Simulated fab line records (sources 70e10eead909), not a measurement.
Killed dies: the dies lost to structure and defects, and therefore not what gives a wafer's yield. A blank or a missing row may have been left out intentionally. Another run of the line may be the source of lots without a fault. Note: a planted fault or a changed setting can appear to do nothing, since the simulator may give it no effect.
fab line records	flow nand_harc
record: lots: 6	wafers: 18	last_day: 32
route steps=1302 shown P_GATE@199 P_CONTACT@217 END@1302
lots that met no fault: from a run of the same line without faults
start_h: hours from the record's opening day to when the first of the lot's shown wafers began	wait_h: time in hours since the lot's previous step	" the same as in the row above	L1.1+2: several wafers, shown together as one row	- no value present, or no start provided	* or withheld: withheld	< > ~ a bound
route shown NAME@n: NAME is a module with steps in the file, n the number in the route of the first one	usual: the fault-free wafers' mean and standard deviation	same: alike in all rows	chamber/n: place in a boat	sites: each site's reading	_std_site: standard deviation across them	_edge_site: mean of outer sites minus mean of inner sites	radius_mm: how far each site lies from the wafer's centre	mask NAME#n: copy n	behind: the tool/chamber that last shaped the wafer	hold: why the lot went on hold/how many hours it stayed there/how the hold came to an end	device: names the non-switching transistor (n, p or np)	end of line: the same wafers' tests at the end of the route	a step given without rows: its recipe and nothing more	killed: dies that structure and defects cost at the first sort, which is not the same as the wafer's yield	map: a wafer's dies, marking killed ones x, the rest . and places with no die _
set.NAME: the run value of the setting; set.NAME@STEP: its run value at that earlier step	model.NAME: the simulator's own value behind a step, which no gauge read
lots at some steps of the route; a table a step, a row a wafer
services: a tool's chamber out of use, with start hour (start_h, from the record's first day; less than 0 if before it), hours out, and reason
== steps ==
step: NHARC_P_GATE_DEVELOP_90
recipe: time_s: 70
step: NHARC_P_GATE_CD_MEAS_91
recipe: target_cd_nm: 2000	landing_energy_ev: 500
usual: cd_nm: 1999.5/2
lot.wafer	tool	chamber	start_h	wait_h	cd_nm
L887.1	cd_sem-02	0	143.57	-	2001.1
L887.4	"	0	"	"	2001.9
L887.5	"	0	"	"	1999.7
L888.1	cd_sem-03	0	157.17	-	1998.9
L888.3	"	0	"	"	2000.5
L888.6	"	0	"	"	1998.3
L892.2	cd_sem-01	0	192.24	-	1998.6
L892.3	"	0	"	"	1998.5
L892.4	"	0	"	"	1998.9
L894.2	cd_sem-03	0	220.70	-	2001.7
L894.4	"	0	"	"	1999.2
L894.5	"	0	"	"	1997.8
L904.2	cd_sem-02	0	317.29	-	2000.3
L904.5	"	0	"	"	2000.1
L904.6	"	0	"	"	1999.9
L905.2	cd_sem-02	0	323.19	-	1997.7
L905.5	"	0	"	"	1998.0
L905.6	"	0	"	"	2001.6
step: NHARC_P_GATE_HARDBAKE_92
recipe: temp_c: 125	time_s: 80
step: NHARC_P_GATE_DESCUM_93
recipe: time_s: 3	o2_flow_sccm: 200	ar_flow_sccm: 0	bias_power_w: 0	chemistry: O2
usual: chamber_pressure_mTorr: 60.00/0.052	drypump_motor_current_A: 5.9/0.31	oes_product_au: 0.995/0.011	rf_vpp_V: 57.8/0.94	showerhead_plenum_p_Torr: 1.91/0.095	throttle_valve_pct: 11.310/0.01
lot.wafer	tool	chamber	start_h	wait_h	chamber_pressure_mTorr	drypump_motor_current_A	oes_product_au	rf_hours_counter_h	rf_vpp_V	showerhead_plenum_p_Torr	throttle_valve_pct
L887.4	rie_diel-12	3	143.75	-	60.07	5.8	1.000	2.4	57.1	1.78	11.317
L887.1	"	0	"	"	59.97	6.0	1.019	2.9	59.3	1.81	11.310
L887.5	"	1	"	"	60.05	6.2	0.985	-	58.2	1.81	11.314
L888.3	rie_diel-12	0	157.34	-	59.95	6.0	1.014	3.9	55.5	1.81	11.302
L888.1	"	2	"	"	60.02	5.6	0.985	2.9	57.2	1.93	11.320
L888.6	"	0	"	"	60.01	6.0	1.016	-	56.6	1.81	11.300
L892.2	rie_diel-12	0	192.40	-	60.08	5.9	1.010	7.8	57.9	1.81	11.322
L892.3	"	1	"	"	60.02	6.2	0.970	6.9	58.6	1.81	11.312
L892.4	"	2	"	"	60.00	5.6	0.989	5.8	57.7	1.93	11.314
L894.2	rie_diel-04	0	220.85	-	60.01	5.4	0.985	1.5	57.7	1.97	11.307
L894.4	"	1	"	"	59.95	5.4	0.994	1.5	58.8	2.05	11.304
L894.5	"	1	"	"	59.92	5.4	1.006	-	59.1	2.05	11.302
L904.2	rie_diel-10	3	317.44	-	60.00	6.1	0.995	5.9	57.7	1.94	11.313
L904.5	"	3	"	"	59.97	6.1	0.998	-	57.9	1.94	11.308
L904.6	"	0	"	"	59.89	6.2	0.999	-	57.6	1.94	11.300
L905.2	rie_diel-10	3	323.39	-	59.95	6.1	0.992	6.5	57.8	1.94	11.297
L905.5	"	0	"	"	60.00	6.2	0.991	-	58.6	1.94	11.290
L905.6	"	1	"	"	59.96	6.1	0.987	-	56.3	1.80	11.320
step: NHARC_P_GATE_IMPLANT_94
recipe: energy_kev: 60	dose_cm2: 2e+15	tilt_deg: 7
step: NHARC_P_GATE_STRIP_113
recipe: power_w: 1500	temp_c: 110	time_s: 740	chemistry: N2/H2
usual: drypump_motor_current_A: 5.5/0.51	heater_power_w: 83/3.6
lot.wafer	tool	chamber	start_h	wait_h	drypump_motor_current_A	heater_power_w	rf_hours_counter_h
L887.1	plasma_asher-01	1	144.21	0.3	6.3	89	31
L887.4	"	1	"	"	6.3	87	-
L887.5	"	1	"	"	6.3	93	-
L888.1	plasma_asher-02	1	157.87	0.4	5.2	78	14
L888.3	"	0	"	"	5.0	83	-
L888.6	"	1	"	"	5.2	79	-
L892.2	plasma_asher-02	1	192.89	0.3	5.2	80	22
L892.3	"	0	"	"	5.0	81	-
L892.4	"	1	"	"	5.2	78	-
L894.2	plasma_asher-02	0	221.34	0.3	5.0	80	28
L894.4	"	1	"	"	5.2	81	-
L894.5	"	1	"	"	5.2	81	-
L904.2	plasma_asher-01	0	317.93	0.3	5.7	84	28
L904.5	"	1	"	"	6.3	87	-
L904.6	"	0	"	"	5.7	83	-
L905.2	plasma_asher-02	1	323.84	0.3	5.2	79	16
L905.6	"	0	"	"	5.0	85	-
L905.5	"	1	"	"	5.2	79	-
step: NHARC_P_GATE_STRIP_95
recipe: power_w: 1500	temp_c: 250	chemistry: O2
step: NHARC_P_GATE_STRIP_96
recipe: time_s: 900	temp_c: 130	chemistry: SPM
step: NHARC_P_GATE_RTA_64
recipe: temp_c: 1050	time_s: 1
usual: lamp_power_pct: 35.4/2.3	lamp_zone_7_pct: 35.8/2.3	wafer_temp_C_max: 1053.4/0.77
lot.wafer	tool	chamber	start_h	wait_h	lamp_power_pct	lamp_zone_7_pct	wafer_temp_C_max
L887.1	rtp_anneal-01	0	145.38	-	32.9	33.3	1053.3
L887.4	"	0	"	"	32.9	33.3	1053.8
L887.5	"	0	"	"	32.8	33.3	1053.2
L888.1	rtp_anneal-01	0	159.31	-	32.9	33.3	1052.7
L888.3	"	0	"	"	32.9	33.3	1052.9
L888.6	"	0	"	"	32.9	33.3	1051.8
L892.2	rtp_anneal-02	0	194.09	-	37.5	38.0	1053.5
L892.3	"	0	"	"	37.5	37.9	1053.9
L892.4	"	0	"	"	37.5	38.0	1052.8
L894.2	rtp_anneal-01	0	222.53	-	32.8	33.2	1053.3
L894.4	"	0	"	"	32.8	33.2	1053.6
L894.5	"	0	"	"	32.8	33.2	1052.2
L904.2	rtp_anneal-01	0	319.12	-	32.8	33.2	1051.8
L904.5	"	0	"	"	32.9	33.3	1051.9
L904.6	"	0	"	"	32.9	33.3	1052.4
L905.2	rtp_anneal-02	0	325.03	-	37.5	38.0	1053.2
L905.5	"	0	"	"	37.5	38.0	1053.2
L905.6	"	0	"	"	37.5	38.0	1054.5
step: NHARC_P_GATE_ETCH_77
recipe: target_depth_a: 60	chemistry: dHF	material: SiO2
step: NHARC_P_GATE_DEGAS_109
recipe: temp_c: 300	time_s: 60
usual: heater_power_w: 473/52	susceptor_temp_C: 299.99/0.21
lot.wafer	tool	chamber	start_h	wait_h	heater_power_w	susceptor_temp_C
L887.1	pvd_sputter-01	-	145.68	0.1	410	300.14
L887.4	"	-	"	"	454	300.24
L887.5	"	-	"	"	405	300.14
L888.1	pvd_sputter-02	-	159.63	0.1	425	-
L888.3	"	-	"	"	479	-
L888.6	"	-	"	"	534	-
L892.3	pvd_sputter-03	-	194.36	0.1	586	299.78
L892.2	"	-	"	"	407	300.00
L892.4	"	-	"	"	497	299.88
L894.4	pvd_sputter-03	-	222.82	0.1	491	300.32
L894.2	"	-	"	"	575	300.15
L894.5	"	-	"	"	497	299.94
L904.2	pvd_sputter-02	-	319.42	0.1	455	300.08
L904.6	"	-	"	"	529	300.08
L904.5	"	-	"	"	434	299.61
L905.2	pvd_sputter-02	-	325.31	0.1	526	299.71
L905.6	"	-	"	"	470	300.02
L905.5	"	-	"	"	453	300.06
step: NHARC_P_GATE_PRE_CLEAN_110
recipe: time_s: 30	bias_v: 200	gas: Ar
step: NHARC_P_GATE_SPUTTER_78
recipe: target_thk_a: 100	material: Ni
lot.wafer	tool	chamber	start_h	wait_h
L887.4+1+5	pvd_sputter-01	-	145.80	-
L888.1+3+6	pvd_sputter-02	-	159.71	-
L892.4+2+3	pvd_sputter-03	-	194.46	-
L894.2+4+5	pvd_sputter-03	-	222.93	-
L904.2+5+6	pvd_sputter-02	-	319.52	-
L905.2+5+6	pvd_sputter-02	-	325.41	-
step: NHARC_P_GATE_SPUTTER_79
recipe: target_thk_a: 100	material: TiN
step: NHARC_P_GATE_RTA_80
recipe: temp_c: 300	time_s: 30
usual: lamp_zone_7_pct: 2.18/0.14	wafer_temp_C_max: 300.89/0.27
lot.wafer	tool	chamber	start_h	wait_h	lamp_zone_7_pct	wafer_temp_C_max
L887.1	rtp_anneal-02	0	145.98	-	2.35	301.36
L887.4	"	0	"	"	2.34	301.62
L887.5	"	0	"	"	2.35	301.19
L888.1	rtp_anneal-01	0	159.91	-	2.05	300.70
L888.3	"	0	"	"	2.05	300.84
L888.6	"	0	"	"	2.05	300.89
L892.2	rtp_anneal-02	0	194.70	-	2.35	301.07
L892.3	"	0	"	"	2.35	301.39
L892.4	"	0	"	"	2.35	301.17
L894.2	rtp_anneal-02	0	223.15	-	2.35	301.18
L894.4	"	0	"	"	2.34	300.94
L894.5	"	0	"	"	2.34	300.94
L904.2	rtp_anneal-02	0	319.77	-	2.34	300.77
L904.5	"	0	"	"	2.34	300.70
L904.6	"	0	"	"	2.34	300.73
L905.2	rtp_anneal-01	0	325.62	-	2.06	300.86
L905.5	"	0	"	"	2.05	300.65
L905.6	"	0	"	"	2.05	300.86
step: NHARC_P_GATE_STRIP_67
recipe: time_s: 600	temp_c: 130	chemistry: SPM
step: NHARC_P_GATE_RTA_82
recipe: temp_c: 450	time_s: 30
step: NHARC_P_GATE_INSPECT_68
usual: raw_defect_count: 201/62
lot.wafer	tool	chamber	start_h	wait_h	raw_defect_count
L887.1	defect_inspect-02	-	146.63	0.2	149
L887.4	"	-	"	"	208
L887.5	"	-	"	"	253
L888.1	defect_inspect-01	-	160.57	0.2	239
L888.3	"	-	"	"	232
L888.6	"	-	"	"	209
L892.2	defect_inspect-01	-	195.33	0.1	192
L892.3	"	-	"	"	240
L892.4	"	-	"	"	239
L894.2	defect_inspect-01	-	223.78	0.1	160
L894.4	"	-	"	"	237
L894.5	"	-	"	"	167
L904.2	defect_inspect-02	-	320.54	0.1	691
L904.5	"	-	"	"	196
L904.6	"	-	"	"	822
L905.2	defect_inspect-02	-	326.25	0.1	756
L905.5	"	-	"	"	151
L905.6	"	-	"	"	891
step: NHARC_P_CONTACT_DEP_30
recipe: target_thk_a: 300	temp_c: 400	target_thk_nm: 30	flow_sccm: 200	rf_w: 450	material: SiNx
step: NHARC_END_SORT_01
recipe: temp_c: 25
usual: killed_at_array: 55/17	killed_at_other: 1.1/1.6	killed_at_periphery: 3.8/2.5	killed_dies: 60/18	killed_open: 3.3/1.9	killed_short: 2.5/1.7
same: gross_dies: 677
lot.wafer	tool	chamber	start_h	wait_h	killed_at_array	killed_at_other	killed_at_periphery	killed_dies	killed_open	killed_short
L905.2	prober-01	0	765.25	2.8	56	5	83	144	4	0
L905.6	prober-01	0	768.48	4.0	43	10	87	140	8	1
L904.2	prober-02	0	765.76	2.8	40	2	88	130	1	6
L904.6	prober-02	0	768.95	4.0	29	0	87	116	1	2
killed by level:class
L905.2 P_GATE:unspecified=82 A_CHANNEL_HOLE_D2:chamber_film_flake=26 A_CONTACT:chamber_film_flake=13 A_CHANNEL_HOLE_D1:chamber_film_flake=9 A_SLIT:chamber_film_flake=5 THIN_TSV:chamber_film_flake=5 A_WL_FILL:geometric_particle:open=3 P_GATE:geometric_particle:open=1
L904.2 P_GATE:unspecified=87 A_CHANNEL_HOLE_D1:chamber_film_flake=20 A_SLIT:chamber_film_flake=7 A_CONTACT:chamber_film_flake=3 THIN_TSV:chamber_film_flake=2 A_ONON_D1:geometric_particle:short=1 A_CHANNEL_FILL_D1:geometric_particle:short=1 A_ONON_D2:geometric_particle:short=1
L905.6 P_GATE:unspecified=82 A_CHANNEL_HOLE_D1:chamber_film_flake=13 A_CHANNEL_HOLE_D2:chamber_film_flake=12 THIN_TSV:chamber_film_flake=10 A_SLIT:chamber_film_flake=7 A_CONTACT:chamber_film_flake=6 P_M1:geometric_particle:open=2 A_BLC:geometric_particle:open=2
L904.6 P_GATE:unspecified=81 A_CHANNEL_HOLE_D1:chamber_film_flake=11 A_SLIT:chamber_film_flake=9 P_CONTACT:chamber_film_flake=5 A_CONTACT:chamber_film_flake=3 A_WL_FILL:geometric_particle:short=2 A_M0:chamber_film_flake=2 A_M0:geometric_particle:open=1
map L904.2 (x killed, . not)
____________.____________
_________......._________
_______.......x..._______
______.....x.x.....______
_____.......x......._____
____......x.xx..x....____
____.....xxxxxxx.....____
___......xxxxxxxx..x..___
___......xxxxxxxxx....___
__x...x.xxxxxxxx.......__
__.....xxxxxxxxx.......__
_........xxxxxxxx......._
_.......xxxxxxxxx.x....._
_........xxxxxxx.x......_
_........x.xxxxx........_
_.........xxxxxx....x..._
............x..x.x.......
..............x..........
............x.......x....
....................x....
.........................
_....................x.._
_..x.x......x..........._
_.....x...x......x......_
_..xxx..........x......._
_...xxx........x.x...x.._
__.xxxx.x.......x......__
__x..x.x...............__
___...x...........x...___
___.x.................___
____.x...............____
____.........x.......____
_____..............._____
______......x......______
_______..........._______
_________......._________
____________.____________
map L905.2 (x killed, . not)
____________.____________
_________......._________
_______..........._______
______.............______
_____......x...x...._____
____.....x.xxxxxx....____
____......xxxxxx.....____
___......xxxxxxx......___
___......xxxxxxxxx....___
__x.....xxxxxxxxx.x....__
__x......xxxxxxxxx.....__
_x.......xxxxxxxx......._
_xx...x..xxxxxxxxx......_
_........xxxxxxxx......._
_.x.......xxxxxx........_
_x........x.xx.x.x......_
...........xx.x..........
..x.............x........
..........x..............
.............x...........
.........x..x............
_...x.......xx.........._
_xx.x.xx...x...x...x...._
_.xxx...........x......._
_xxxxxx..x.............._
_.xxx.x.x..............._
__.xx..x...............__
__x.xxx.x..............__
___xxx................___
___x..................___
____.................____
____............x....____
_____.....x........._____
______.............______
_______..........._______
_________......._________
____________.____________
== services ==
tool	chamber	start_h	hours	kind
pvd_sputter-01	-	123.86	1.5	repair
rie_diel-12	3	135.05	6.8	repair
plasma_asher-02	-	137.35	1.9	repair
plasma_asher-01	-	162.84	3.8	repair
plasma_asher-01	-	166.68	9.0	pm
pvd_sputter-03	-	172.59	10.0	pm
rie_diel-12	3	174.38	8.2	repair
rie_diel-04	-	177.90	9.0	pm
pvd_sputter-02	-	197.40	3.8	repair
pvd_sputter-01	-	209.98	1.1	repair
pvd_sputter-01	-	223.46	0.5	repair
pvd_sputter-01	-	226.00	10.0	pm
rie_diel-10	-	242.50	9.0	pm
plasma_asher-02	-	249.15	9.0	pm
plasma_asher-02	0	249.15	9.0	vent_cycle
plasma_asher-02	1	249.15	9.0	vent_cycle
plasma_asher-02	0	258.15	-	clean
rie_diel-12	-	268.40	9.0	pm
pvd_sputter-02	-	282.04	10.0	pm
pvd_sputter-03	-	297.40	0.5	repair
plasma_asher-01	-	310.26	0.9	repair
plasma_asher-02	-	312.22	1.6	repair
plasma_asher-01	-	312.94	2.1	repair
rie_diel-04	-	317.41	0.2	repair
== key ==
first_sign: step: NHARC_P_GATE_INSPECT_68	reading: raw_defect_count	direction: up	sigmas: 9.5	usual: 201	struck: 790
effect: step: NHARC_END_SORT_01	reading: killed_at_periphery	direction: up	sigmas: 33	usual: 3.8	struck: 86.2
more_kills_born_at: NHARC_P_GATE_SPUTTER_78@pvd_sputter-02: 332
met_at NHARC_P_GATE_SPUTTER_78
struck_wafers L904.2,L904.6,L905.2,L905.6
tester_left_out L904,L905
fault: kind: chamber_particle_source	tool: pvd_sputter-02	chamber: -	onset_h: 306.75	steps: NHARC_P_GATE_SPUTTER_78	rate_per_visit_cm2: 0.76187	end_h: 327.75	scope: struck_wafers_only
tester_left_out: of these lots the tester's yield and bins aren't shown, on N5 and GAA mostly nor the transistor test; their killed dies are dies lost to structure and defects alone, not to doping, threshold or leakage, so they don't give the yield
